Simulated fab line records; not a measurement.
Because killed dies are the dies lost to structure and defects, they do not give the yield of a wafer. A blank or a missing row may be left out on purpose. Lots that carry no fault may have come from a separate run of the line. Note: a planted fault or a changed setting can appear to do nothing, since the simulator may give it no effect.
The tool behind it: which one? ; flow nandHarc ; 42 wafers from 14 lots sampled at 5 of the route's 1302 steps

WHAT EACH GAUGE READ, for each wafer
NHARC_A_BONDPAD_CD_MEAS_09: target cd 500 nm. Usual: cdNm 500.2 nm, standard deviation 1.9.
lot;measured;on;cdNm (nm);flag
L459;day 22 13:14;cdSem-03;500.5 496.3 499.2;
L460;day 23 08:59;cdSem-03;495.0 500.6 498.9;
L462;day 23 18:22;cdSem-01;499.2 498.1 496.2;
L464;day 25 03:08;cdSem-03;503.1 502.4 501.8;
L465;day 26 08:13;cdSem-03;498.6 500.8 499.8;
L466;day 26 01:56;cdSem-03;500.7 501.9 497.8;
L467;day 26 05:35;cdSem-02;501.3 501.7 499.9;
L470;day 27 07:20;cdSem-02;502.2 498.6 496.0;
L469;day 28 01:17;cdSem-01;498.3 498.2 502.5;
L471;day 28 11:16;cdSem-03;501.1 501.2 498.5;
L473;day 29 11:17;cdSem-01;498.8 498.8 501.9;
L472;day 29 02:55;cdSem-03;499.8 501.6 499.7;
L475;day 29 06:05;cdSem-03;501.7 499.0;
L476;day 30 07:47;cdSem-02;500.9;

NHARC_END_SORT_01. Usual: defectLimitedYield 91.1 % (standard deviation 2.9); killedAtArray 55 (standard deviation 20); killedAtOther 1.1 (standard deviation 1.2); killedAtPeriphery 3.8 (standard deviation 2.8); killedDies 60 (standard deviation 19); killedOpen 3.4 (standard deviation 1.9); killedShort 2.2 (standard deviation 1.5).
lot;measured;on;defectLimitedYield (%);killedAtArray;killedAtOther;killedAtPeriphery;killedDies;killedOpen;killedShort;flag
L475;day 30 09:15;prober-01;90.1 0 89.5;63 50 65;1 0 1;3 627 5;67 677 71;7 3 6;6 2 5;OFF
L476;day 31 17:06;prober-01;0 0 92.5;59 45 42;2 2 3;616 630 6;677 677 51;3 1 3;6 4 1;OFF

TOOL THAT RAN EACH LOT (tool first, then ch and the chambers of the sampled wafers, then the start)
lot;NHARC_P_M0_DEP_00;NHARC_A_BONDPAD_ANNEAL_28;NHARC_THIN_TSV_STRIP_45
L459;pecvd-04 ch 0,2, day 5 19:49;rtpAnneal-01 ch 0, day 22 15:07;plasmaAsher-01 ch 0,1, day 23 06:38
L460;pecvd-04 ch 0,1,2, day 6 11:31;rtpAnneal-02 ch 0, day 23 11:23;plasmaAsher-01 ch 0,1, day 24 01:41
L462;pecvd-03 ch 1,2, day 7 06:38;rtpAnneal-02 ch 0, day 23 20:18;plasmaAsher-02 ch 0,1, day 24 07:34
L464;pecvd-01 ch 0,2, day 8 01:22;rtpAnneal-01 ch 0, day 25 05:04;plasmaAsher-01 ch 0,1, day 25 18:57
L465;pecvd-01 ch 0,1,2, day 8 16:01;rtpAnneal-01 ch 0, day 26 10:06;plasmaAsher-02 ch 1, day 27 01:36
L466;pecvd-03 ch 1,2, day 9 06:25;rtpAnneal-01 ch 0, day 26 04:07;plasmaAsher-01 ch 0,1, day 26 20:43
L467;pecvd-03 ch 0,1, day 9 09:55;rtpAnneal-01 ch 0, day 26 07:35;plasmaAsher-01 ch 0,1, day 26 19:17
L470;pecvd-01 ch 0,2, day 10 15:04;rtpAnneal-02 ch 0, day 27 09:13;plasmaAsher-02 ch 0,1, day 28 01:59
L469;pecvd-04 ch 1,2, day 10 15:30;rtpAnneal-01 ch 0, day 28 03:13;plasmaAsher-01 ch 0, day 28 17:17
L471;pecvd-01 ch 0,2, day 11 01:57;rtpAnneal-02 ch 0, day 28 13:16;plasmaAsher-01 ch 0,1, day 29 03:56
L473;pecvd-03 ch 0,1,2, day 11 23:02;rtpAnneal-01 ch 0, day 29 13:19;plasmaAsher-02 ch 0,1, day 30 04:56
L472;pecvd-01 ch 0,2, day 12 00:02;rtpAnneal-01 ch 0, day 29 04:48;plasmaAsher-02 ch 0,1, day 29 21:37
L475;pecvd-01 ch 0,1,2, day 12 18:09;rtpAnneal-02 ch 0, day 29 07:58;plasmaAsher-02 ch 0, day 29 20:15
L476;pecvd-01 ch 1,2, day 13 05:16;rtpAnneal-02 ch 0, day 30 09:55;plasmaAsher-02 ch 1, day 30 23:56
- NHARC_P_M0_DEP_00: deposits SiOC, target thk 150 nm.
- NHARC_A_BONDPAD_ANNEAL_28: time 90 s.
- NHARC_THIN_TSV_STRIP_45: strips in O2.

WHAT THE TOOLS THEMSELVES READ (means of the sampled wafers that have a number; where no wafer has one, the mark that the record gives instead)
NHARC_P_M0_DEP_00. Usual: showerheadVppV 1535 V, standard deviation 50.
lot;tool;showerheadVppV (V);flag
L459;pecvd-04;1521;
L460;pecvd-04;1520;
L462;pecvd-03;1550;
L464;pecvd-01;1531;
L465;pecvd-01;1558;
L466;pecvd-03;1509;
L467;pecvd-03;1573;
L470;pecvd-01;1557;
L469;pecvd-04;1496;
L471;pecvd-01;1558;
L473;pecvd-03;1522;
L472;pecvd-01;1519;
L475;pecvd-01;1539;
L476;pecvd-01;1529;

NHARC_A_BONDPAD_ANNEAL_28. Usual: annealTempC 224.96 C, standard deviation 0.18; wafer_temp_C_max 226.1, standard deviation 0.31.
lot;tool;annealTempC (C);wafer_temp_C_max;flag
L459;rtpAnneal-01;225.08;226.5;
L460;rtpAnneal-02;224.84;226.0;
L462;rtpAnneal-02;224.74;226.0;
L464;rtpAnneal-01;224.88;226.1;
L465;rtpAnneal-01;224.98;226.6;
L466;rtpAnneal-01;224.91;226.2;
L467;rtpAnneal-01;224.86;226.2;
L470;rtpAnneal-02;224.70;226.0;
L469;rtpAnneal-01;225.13;226.2;
L471;rtpAnneal-02;224.99;225.9;
L473;rtpAnneal-01;225.19;226.5;
L472;rtpAnneal-01;225.11;226.3;
L475;rtpAnneal-02;225.06;225.6;
L476;rtpAnneal-02;224.89;225.7;

NHARC_THIN_TSV_STRIP_45. Usual: drypumpMotorCurrentA 5.2 A, standard deviation 0.3; heaterPowerW 334 W, standard deviation 44.
lot;tool;drypumpMotorCurrentA (A);heaterPowerW (W);flag
L459;plasmaAsher-01;5.5;326;
L460;plasmaAsher-01;5.5;327;
L462;plasmaAsher-02;5.1;359;
L464;plasmaAsher-01;5.5;294;
L465;plasmaAsher-02;4.7;379;
L466;plasmaAsher-01;5.5;295;
L467;plasmaAsher-01;5.5;326;
L470;plasmaAsher-02;4.9;365;
L469;plasmaAsher-01;5.6;359;
L471;plasmaAsher-01;5.5;295;
L473;plasmaAsher-02;4.9;358;
L472;plasmaAsher-02;4.9;356;
L475;plasmaAsher-02;5.2;332;
L476;plasmaAsher-02;4.8;382;

THE ANSWER, worked out from the rows above alone
Rule: a lot is off if the mean of its wafers that have a number lies more than 3 standard deviations from the usual mean. Also off: a lot with no number at a reading for which 4 or more lots have one. Where the step has rows for the other lots, those lots are counted as sound. After the gauges, taken in route order, come the tools' own readings; for these a lot's mean is taken, as printed above. The first step at which some lot is off is used, and at that step the reading that is off furthest; a lot without a number counts as furthest.
Off: L475, L476, at NHARC_END_SORT_01 (killedAtPeriphery). Neither off nor sound, because the step has no rows for them: L459, L460, L462, L464, L465, L466, L467, L470, L469, L471, L473, L472.
If a tool, at a process step before that reading, ran all the lots that are off and no sound lot after the first of them, it fits. The gauges at NHARC_END_SORT_01 are tried like those tools. Can't be told from this: 4 tools fit, pecvd-01 at NHARC_P_M0_DEP_00, rtpAnneal-02 at NHARC_A_BONDPAD_ANNEAL_28, plasmaAsher-02 at NHARC_THIN_TSV_STRIP_45, prober-01 at NHARC_END_SORT_01.

WHAT THE SIMULATOR HAD INSERTED
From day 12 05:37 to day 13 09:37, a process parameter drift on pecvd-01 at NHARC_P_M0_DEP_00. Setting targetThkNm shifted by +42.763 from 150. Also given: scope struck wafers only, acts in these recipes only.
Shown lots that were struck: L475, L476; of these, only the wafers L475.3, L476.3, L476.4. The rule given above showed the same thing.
